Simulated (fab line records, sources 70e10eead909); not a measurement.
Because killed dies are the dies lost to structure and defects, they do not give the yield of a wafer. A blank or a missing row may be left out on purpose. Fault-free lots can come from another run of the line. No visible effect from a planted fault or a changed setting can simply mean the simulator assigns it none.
Matching of chambers	flow nand harc	NHARC_P_CONTACT_STRIP_28 on rie diel-08: 4 sister chambers
The step strips in O2. 14 wafers are shown with their chamber, then 7 later ones without.

## EACH WAFER AND ITS CHAMBER
wafer	chamber	drypump motor current A (A)	oes product au (a.u.)	throttle valve pct (%)
L806.2	0	5.9	1.004	17.029
L806.5	3	5.7	1.005	17.018
L806.6	0	5.9	1.002	17.031
L805.2	2	6.0	1.017	17.025
L805.3	3	5.6	1.011	17.034
L805.6	2	6.0	1.017	17.050
L808.2	1	6.3	0.994	17.028
L808.3	3	5.6	1.007	17.039
L808.5	2	6.0	1.018	17.045
L812.1	0	5.9	1.009	17.037
L812.4	2	6.0	1.005	17.050
L812.6	3	5.6	1.007	17.037
L815.3	1	6.4	1.000	17.034
L815.5	0	6.0	1.005	17.043

SIGNATURES (averages over the wafers above)
reading	chamber 0	chamber 1	chamber 2	chamber 3	scatter within a chamber
drypump motor current A	5.925	6.350	6.000	5.625	0.0447
oes product au	1.00500	0.99700	1.01425	1.00750	0.00422
throttle valve pct	17.03500	17.03100	17.04250	17.03200	0.00915
Rule: distance of a wafer from a chamber = root of the sum over the readings of ((wafer's reading minus chamber's mean) / reading's scatter) squared. If the next closest chamber is less than 2 further off than the closest, the wafer can't be placed; otherwise it belongs to the closest. The scatter: the root of (the sum of the squares of (reading less its chamber's mean) over the shown wafers, divided by (wafers less chambers)).

## WAFERS WITHOUT THEIR CHAMBER
wafer	drypump motor current A (A)	oes product au (a.u.)	throttle valve pct (%)
L815.6	6.4	1.007	17.029
L820.1	5.9	1.005	17.033
L820.3	5.7	0.998	17.035
L820.5	5.9	1.001	17.047
L821.1	5.6	1.001	17.041
L821.2	6.0	1.005	17.027
L821.3	6.3	1.003	17.044

## WHICH CHAMBER EACH ONE RAN IN
wafer	from the rows above	in truth
L815.6	1	1
L820.1	0	0
L820.3	3	3
L820.5	0	0
L821.1	3	3
L821.2	can't be placed: 0 or 2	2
L821.3	1	1
Placed correctly: 6 of 7. These rows do not allow placing 1 (true chamber among the candidates in 1). Wrongly placed: 0.
